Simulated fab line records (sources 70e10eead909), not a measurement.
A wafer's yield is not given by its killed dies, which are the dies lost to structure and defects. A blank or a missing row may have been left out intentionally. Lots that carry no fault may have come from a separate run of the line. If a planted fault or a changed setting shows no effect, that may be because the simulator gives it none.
fab line records	flow nand-harc
record lots=12	wafers=36	last-day=34
route steps=1302 shown A_CHANNEL_FILL_D1@499 A_ONON_D2@553 END@1302
lots untouched by any fault: they come from a run of this same line in which no faults occurred
start-h: hours from the record's opening day to when the first of the lot's shown wafers began	wait-h: time in hours since the lot's previous step	" same as the row above	L1.1+2: several wafers, shown together as one row	- value missing, or start not given	* or withheld: withheld	< > ~ a bound
route shown NAME@n: names a module that has steps shown in the file, with the first one's number in the route	usual: the fault-free wafers' mean and standard deviation	same: alike in all rows	chamber/n: place in a boat	sites: readings site by site	_std_site: how widely they spread, as a standard deviation	_edge_site: the outer-site mean with the inner-site mean subtracted	radius-mm: for every site, how far away it sits from the centre of the wafer	mask NAME#n: copy n	behind: tool/chamber where the wafer was last shaped	hold: what put the lot on hold/how long, in hours/how the hold closed	device: which transistor (n, p or np) failed to switch	end of line: tests of these same wafers at the route's end	where a step has no rows: the recipe by itself	killed: dies lost to structure and defects at the first sort, not the wafer's yield	map: a wafer's dies, marking killed ones x, the rest . and places with no die _
set.NAME: the setting that was run; set.NAME@STEP: the one run at that earlier step	model.NAME: the simulator's own value behind a step, which no gauge read
route steps across a sampled set of lots; one table per step, one row per wafer
services: a tool's chamber out of use, with start hour (start-h, from the record's first day; less than 0 if before it), hours out, and reason
## steps
# step NHARC_A_CHANNEL_FILL_D1_ETCHBACK_19
# recipe target-depth-a=50	time-s=1.7	hbr-flow-sccm=150	cl2-flow-sccm=50	rf-w=400	icp-w=400	bias-w=100	chemistry=HBr/Cl2
# usual drypump-motor-current-A=5.8/0.4	hbr-flow-sccm=150.0/0.46	mfc-cl2-sccm=50.00/0.14	oes-product-au=0.994/0.0092	throttle-valve-pct=26.405/0.0088
lot.wafer	tool	chamber	start-h	wait-h	drypump-motor-current-A	hbr-flow-sccm	mfc-cl2-sccm	oes-product-au	rf-hours-counter-h	throttle-valve-pct
L802.4	rie-si-01	0	234.54	0.4	6.4	149.9	50.03	1.002	0.2	26.398
L802.1	"	2	"	"	6.0	150.2	50.07	0.973	0.1	26.391
L802.6	"	0	"	"	6.4	150.4	49.99	0.990	-	26.397
L804.3	rie-si-02	2	253.54	0.4	6.2	150.2	49.95	0.989	1.0	26.404
L804.4	"	3	"	"	6.5	150.2	49.99	0.992	0.9	26.409
L804.6	"	1	"	"	5.4	150.0	50.11	0.992	-	26.409
L805.1	rie-si-01	3	253.55	0.4	6.1	149.4	49.90	1.000	0.2	26.402
L805.4	"	0	"	"	6.4	149.6	50.03	0.992	-	26.413
L805.5	"	3	"	"	6.1	150.3	49.93	0.999	-	26.384
L809.3	rie-si-02	2	297.34	0.4	6.2	149.5	50.02	1.010	0.1	26.399
L809.1	"	3	"	"	6.5	149.8	49.91	1.000	0.1	26.403
L809.2	"	0	"	"	6.1	149.1	49.95	0.997	0.0	26.399
L808.3	rie-si-03	3	297.34	0.4	5.3	149.4	50.01	0.982	0.4	26.424
L808.6	"	3	"	"	5.3	150.0	50.03	0.980	-	26.408
L808.5	"	0	"	"	5.4	150.2	50.04	0.986	-	26.415
L810.3	rie-si-03	3	310.72	0.4	5.3	150.4	49.89	0.990	0.5	26.404
L810.2	"	1	"	"	5.7	150.3	49.87	0.980	0.5	26.424
L810.6	"	2	"	"	5.6	150.0	50.16	0.991	-	26.396
L814.3	rie-si-02	2	362.39	0.4	6.2	150.4	49.93	0.988	0.6	26.414
L814.4	"	0	"	"	6.1	150.1	49.91	0.995	-	26.404
L814.6	"	1	"	"	5.4	149.9	49.87	0.989	-	26.401
L815.3	rie-si-01	3	362.40	0.4	6.1	150.2	50.08	1.006	0.8	26.400
L815.4	"	0	"	"	6.4	149.0	49.93	0.997	0.9	26.405
L815.5	"	2	"	"	6.0	149.9	49.98	0.999	-	26.394
L816.2	rie-si-03	3	376.05	0.4	5.3	149.6	49.92	0.990	0.9	26.419
L816.3	"	2	"	"	5.6	150.1	49.80	0.989	1.0	26.406
L816.6	"	1	"	"	5.7	150.3	50.07	0.988	-	26.386
L820.4	rie-si-02	1	419.35	0.4	5.4	149.6	50.16	0.992	0.8	26.407
L820.6	"	1	"	"	5.4	149.2	50.39	0.993	-	26.411
L820.5	"	2	"	"	6.2	150.6	49.87	0.996	-	26.406
L822.1	rie-si-01	2	432.22	0.4	5.9	150.0	49.93	0.995	0.3	26.387
L822.4	"	0	"	"	6.4	150.1	50.25	1.012	0.2	26.405
L822.5	"	1	"	"	5.3	150.4	50.00	0.999	-	26.404
L823.1	rie-si-01	1	445.31	0.4	5.4	150.0	49.93	0.986	0.3	26.396
L823.3	"	2	"	"	5.9	149.3	50.05	0.993	0.4	26.405
L823.5	"	0	"	"	6.4	148.9	49.87	1.000	-	26.399
# step NHARC_A_CHANNEL_FILL_D1_ETCHBACK_20
# recipe target-depth-a=270	time-s=13.5	c4f8-flow-sccm=withheld	o2-flow-sccm=8	ar-flow-sccm=withheld	rf-w=600	bias-w=1500	chemistry=C4F8/O2/Ar
# usual oes-product-au=0.97/0.032	rf-vpp-V=979/6
lot.wafer	tool	chamber	start-h	wait-h	oes-product-au	rf-hours-counter-h	rf-vpp-V
L802.4	rie-diel-09	2	234.66	-	1.01	6.0	979
L802.1	"	0	"	"	1.01	6.0	969
L802.6	"	1	"	"	1.00	-	978
L804.3	rie-diel-09	1	253.65	-	0.99	8.3	981
L804.4	"	3	"	"	0.98	9.0	974
L804.6	"	1	"	"	0.99	-	981
L805.4	rie-diel-11	3	253.68	-	0.93	7.9	989
L805.1	"	0	"	"	0.92	6.3	979
L805.5	"	3	"	"	0.92	-	988
L809.1	rie-diel-11	0	297.47	-	0.98	1.6	978
L809.2	"	2	"	"	1.00	2.7	987
L809.3	"	3	"	"	0.98	2.5	989
L808.3	rie-diel-09	3	297.47	-	0.98	10.8	975
L808.5	"	3	"	"	0.97	-	975
L808.6	"	0	"	"	1.00	-	968
L810.2	rie-diel-13	0	310.88	-	0.93	6.3	986
L810.3	"	2	"	"	0.91	6.7	969
L810.6	"	3	"	"	0.93	-	983
L815.3	rie-diel-11	1	362.55	-	0.93	5.1	976
L815.4	"	2	"	"	0.93	5.3	986
L815.5	"	0	"	"	0.92	-	978
L814.3	rie-diel-09	2	362.56	-	0.97	2.0	979
L814.6	"	0	"	"	1.00	-	970
L814.4	"	1	"	"	1.00	-	980
L816.2	rie-diel-09	0	376.22	-	1.00	3.1	970
L816.3	"	1	"	"	0.99	2.9	980
L816.6	"	3	"	"	0.99	-	972
L820.4	rie-diel-09	1	419.51	-	0.92	-	981
L820.5	"	3	"	"	0.94	-	973
L820.6	"	0	"	"	0.93	-	970
L822.4	rie-diel-13	1	432.35	-	0.99	4.6	983
L822.1	"	2	"	"	0.96	4.5	968
L822.5	"	3	"	"	0.96	-	982
L823.1	rie-diel-11	3	445.43	-	1.00	0	989
L823.3	"	2	"	"	1.01	0	986
L823.5	"	2	"	"	1.01	-	987
# step NHARC_A_CHANNEL_FILL_D1_INSPECT_13
# usual raw-defect-count=311/130
lot.wafer	tool	chamber	start-h	wait-h	raw-defect-count
L802.1	defect-inspect-01	-	260.52	0.0	383
L802.4	"	-	"	"	163
L802.6	"	-	"	"	176
L805.1	defect-inspect-02	-	277.25	0.0	308
L805.4	"	-	"	"	282
L805.5	"	-	"	"	147
L804.3	defect-inspect-01	-	277.26	0.0	237
L804.4	"	-	"	"	263
L804.6	"	-	"	"	265
L808.3	defect-inspect-01	-	321.63	0.0	310
L808.5	"	-	"	"	288
L808.6	"	-	"	"	235
L809.1	defect-inspect-02	-	321.65	0.0	314
L809.2	"	-	"	"	215
L809.3	"	-	"	"	144
L810.2	defect-inspect-01	-	336.25	0.0	345
L810.3	"	-	"	"	166
L810.6	"	-	"	"	158
L815.3	defect-inspect-02	-	387.09	0.0	407
L815.4	"	-	"	"	354
L815.5	"	-	"	"	328
L814.3	defect-inspect-02	-	387.10	0.0	367
L814.4	"	-	"	"	200
L814.6	"	-	"	"	409
L816.2	defect-inspect-01	-	399.63	0.0	249
L816.3	"	-	"	"	332
L816.6	"	-	"	"	187
L820.4	defect-inspect-01	-	443.68	0.0	369
L820.5	"	-	"	"	331
L820.6	"	-	"	"	328
L822.1	defect-inspect-02	-	456.00	0.0	299
L822.4	"	-	"	"	145
L822.5	"	-	"	"	191
L823.1	defect-inspect-02	-	469.11	0.0	203
L823.3	"	-	"	"	215
L823.5	"	-	"	"	204
# step NHARC_A_ONON_D2_DEP_12
# recipe target-thk-a=10000	n2-flow-sccm=2750	n2o-flow-sccm=2000	nh3-flow-sccm=500	sih4-flow-sccm=210	temp-c=400
lot.wafer	tool	chamber	start-h	wait-h
L802.1+4+6	pecvd-onon-01	0	299.72	0.1
L805.1+4+5	pecvd-onon-02	0	312.22	0.2
L804.3+4+6	pecvd-onon-01	0	312.49	0.3
L808.3+5+6	pecvd-onon-04	0	356.29	0.2
L809.1+2+3	pecvd-onon-01	0	356.37	0.1
L810.2+3+6	pecvd-onon-01	0	374.16	0.1
L815.3+4+5	pecvd-onon-01	0	426.36	0.2
L814.3+4+6	pecvd-onon-02	0	426.37	0.2
L816.2+3+6	pecvd-onon-01	0	436.93	0.1
L820.4+5+6	pecvd-onon-04	0	478.67	0.2
L822.1+4+5	pecvd-onon-02	0	492.27	0.1
L823.1+3+5	pecvd-onon-02	0	515.60	0.1
# step NHARC_A_ONON_D2_THK_MEAS_14
# recipe thk-meas-gauge=ellipsometry
# usual thk-nm=1001/11
lot.wafer	tool	chamber	start-h	wait-h	thk-nm
L802.1	film-metro-01	-	300.23	-	1012
L802.4	"	-	"	"	1013
L802.6	"	-	"	"	1012
L805.1	film-metro-01	-	312.73	-	1006
L805.4	"	-	"	"	1005
L805.5	"	-	"	"	1006
L804.3	film-metro-02	-	312.88	-	1005
L804.4	"	-	"	"	1005
L804.6	"	-	"	"	1007
L808.3	film-metro-01	-	356.69	-	998
L808.5	"	-	"	"	999
L808.6	"	-	"	"	998
L809.1	film-metro-01	-	356.89	-	1002
L809.2	"	-	"	"	1003
L809.3	"	-	"	"	1003
L810.2	film-metro-01	-	374.62	-	1003
L810.3	"	-	"	"	1002
L810.6	"	-	"	"	1003
L815.3	film-metro-02	-	426.76	-	1539
L815.4	"	-	"	"	994
L815.5	"	-	"	"	1540
L814.3	film-metro-01	-	426.77	-	985
L814.4	"	-	"	"	985
L814.6	"	-	"	"	985
L816.2	film-metro-01	-	437.38	-	996
L816.3	"	-	"	"	1543
L816.6	"	-	"	"	995
L820.4	film-metro-02	-	479.03	-	1025
L820.5	"	-	"	"	1022
L820.6	"	-	"	"	1025
L822.1	film-metro-01	-	492.77	-	1013
L822.4	"	-	"	"	1015
L822.5	"	-	"	"	1014
L823.1	film-metro-01	-	516.11	-	1003
L823.3	"	-	"	"	1001
L823.5	"	-	"	"	1000
# step NHARC_END_SORT_01
# recipe temp-c=25
# usual killed-at-array=56/19	killed-at-other=1.0/1.3	killed-at-periphery=3.8/2.2	killed-dies=61/19	killed-open=3.1/1.9	killed-short=2.3/1.5
# same gross-dies=677
lot.wafer	tool	chamber	start-h	wait-h	killed-at-array	killed-at-other	killed-at-periphery	killed-dies	killed-open	killed-short
L810.2	prober-01	0	649.16	2.8	58	2	5	65	3	2
L810.3	prober-01	0	649.96	3.1	67	2	6	75	3	1
L810.6	prober-01	0	652.35	4.0	52	2	3	57	2	2
L815.3	prober-02	0	713.28	3.1	676	0	1	677	3	3
L815.4	prober-02	0	714.09	3.4	50	0	2	52	4	3
L815.5	prober-02	0	714.90	3.7	674	1	2	677	3	2
L816.2	prober-02	0	735.81	2.8	75	0	5	80	1	3
L816.3	prober-02	0	736.61	3.1	673	0	4	677	5	3
L816.6	prober-02	0	739.03	4.0	69	0	7	76	6	0
# killed by level:class
L810.2 A_SLIT:chamber-film-flake=25 A_CHANNEL_HOLE_D2:chamber-film-flake=8 A_CHANNEL_HOLE_D1:chamber-film-flake=6 A_CONTACT:chamber-film-flake=5 A_STAIRCASE:chamber-film-flake=4 A_BLC:chamber-film-flake=3 A_ONON_D1:geometric-particle:open=2 P_ZERO_WELL:chamber-film-flake=2
L810.3 A_SLIT:chamber-film-flake=34 A_CHANNEL_HOLE_D1:chamber-film-flake=11 A_STAIRCASE:chamber-film-flake=7 A_CHANNEL_HOLE_D2:chamber-film-flake=7 A_BLC:chamber-film-flake=3 P_CONTACT:chamber-film-flake=2 A_CONTACT:chamber-film-flake=2 THIN_TSV:chamber-film-flake=2
L810.6 A_SLIT:chamber-film-flake=28 A_CHANNEL_HOLE_D2:chamber-film-flake=8 A_STAIRCASE:chamber-film-flake=5 A_CONTACT:chamber-film-flake=4 THIN_TSV:chamber-film-flake=2 P_M1:geometric-particle:open=1 A_CHANNEL_FILL_D1:geometric-particle:open=1 A_DECK1_JOINT:geometric-particle:short=1
L815.3 A_ONON_D2:area-dep=621 A_SLIT:chamber-film-flake=27 A_CHANNEL_HOLE_D1:chamber-film-flake=8 A_CONTACT:chamber-film-flake=6 A_STAIRCASE:chamber-film-flake=4 A_BONDPAD:chamber-film-flake=2 A_SOURCE_PLATE:geometric-particle:open=1 A_CHANNEL_FILL_D1:geometric-particle:open=1
L815.4 A_SLIT:chamber-film-flake=29 A_CHANNEL_HOLE_D1:chamber-film-flake=8 A_CONTACT:chamber-film-flake=5 A_BLC:geometric-particle:open=2 A_STAIRCASE:chamber-film-flake=2 P_CONTACT:geometric-particle:short=1 A_DECK1_JOINT:geometric-particle:open=1 A_CHANNEL_HOLE_D2:geometric-particle:open=1
L815.5 A_ONON_D2:area-dep=629 A_SLIT:chamber-film-flake=31 A_CONTACT:chamber-film-flake=5 A_CHANNEL_HOLE_D1:chamber-film-flake=3 A_STAIRCASE:chamber-film-flake=3 A_CHANNEL_FILL_D2:geometric-particle:short=2 P_CONTACT:geometric-particle:open=1 A_M1:geometric-particle:open=1
L816.2 A_CHANNEL_HOLE_D1:chamber-film-flake=30 A_SLIT:chamber-film-flake=26 A_STAIRCASE:chamber-film-flake=7 A_CONTACT:chamber-film-flake=5 P_BONDPAD:chamber-film-flake=3 P_CONTACT:geometric-particle:open=1 A_ONON_D2:geometric-particle:short=1 A_CHANNEL_FILL_D2:geometric-particle:short=1
L816.3 A_ONON_D2:area-dep=593 A_CHANNEL_HOLE_D1:chamber-film-flake=33 A_SLIT:chamber-film-flake=29 A_STAIRCASE:chamber-film-flake=5 P_GATE:chamber-film-flake=3 A_CONTACT:chamber-film-flake=3 A_ONON_D1:geometric-particle:open=1 A_ONON_D1:geometric-particle:short=1
L816.6 A_SLIT:chamber-film-flake=31 A_CHANNEL_HOLE_D1:chamber-film-flake=29 A_CONTACT:chamber-film-flake=4 P_GATE:geometric-particle:open=2 P_M0:geometric-particle:open=2 A_CHANNEL_FILL_D2:chamber-film-flake=2 P_CONTACT:geometric-particle:open=1 A_M0:geometric-particle:open=1
## services
tool	chamber	start-h	hours	kind
rie-si-01	1	249.16	6.3	repair
rie-diel-11	-	255.53	9.0	pm
rie-diel-09	1	262.15	1.3	repair
pecvd-onon-01	-	269.08	13.0	pm
rie-si-02	-	277.00	9.0	pm
rie-si-01	1	291.45	13.5	repair
rie-diel-11	-	295.56	1.2	repair
rie-diel-11	2	309.67	11.1	repair
rie-si-01	3	313.70	4.5	repair
rie-diel-09	-	320.10	9.0	pm
rie-si-01	0	323.61	8.2	repair
rie-si-02	3	354.89	10.7	repair
rie-diel-09	3	356.22	6.4	repair
pecvd-onon-02	-	366.09	13.0	pm
rie-si-01	-	370.00	9.0	pm
rie-diel-11	3	395.01	12.0	repair
rie-diel-09	2	397.29	46.2	repair
rie-diel-11	-	432.53	9.0	pm
rie-diel-11	0	443.88	1.9	repair
rie-diel-11	2	445.72	1.5	repair
pecvd-onon-01	-	450.08	13.0	pm
rie-diel-09	0	479.96	2.4	repair
rie-diel-09	1	486.51	19.7	repair
rie-diel-09	-	497.25	9.0	pm
## key
first-sign step=NHARC_A_ONON_D2_THK_MEAS_14	reading=thk-nm	direction=up	sigmas=50	usual=1001	struck=1540
effect step=NHARC_END_SORT_01	reading=killed-at-array	direction=up	sigmas=33	usual=56	struck=674
more-kills-born-at NHARC_A_ONON_D2_DEP_12@pecvd-onon-01=1843
met-at NHARC_A_ONON_D2_DEP_12
struck-lots L815,L816
struck-wafers L815.3,L815.5,L816.3
later-rows-left-out L815.3,L815.5,L816.3
tester-left-out L815,L816
not-acting-at NHARC_A_CHANNEL_FILL_D1_ETCHBACK_19,NHARC_A_CHANNEL_FILL_D1_ETCHBACK_20,NHARC_A_CHANNEL_FILL_D1_INSPECT_13
onset-between 374.16 426.36
fault kind=process-parameter-drift	tool=pecvd-onon-01	chamber=-	onset-h=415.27	steps=NHARC_A_ONON_D2_DEP_12	channel=target-thk-a	offset=*	shape=step	end-h=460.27	scope=struck-wafers-only	acts-in=*	stated=*
# tester-left-out: of these lots the tester's yield and bins aren't shown, on N5 and GAA mostly nor the transistor test; their killed dies are dies lost to structure and defects alone, not to doping, threshold or leakage, so they don't give the yield
# later-rows-left-out: the simulator's readings of these wafers behind a module that went badly wrong aren't trusted and aren't shown, but for the sort
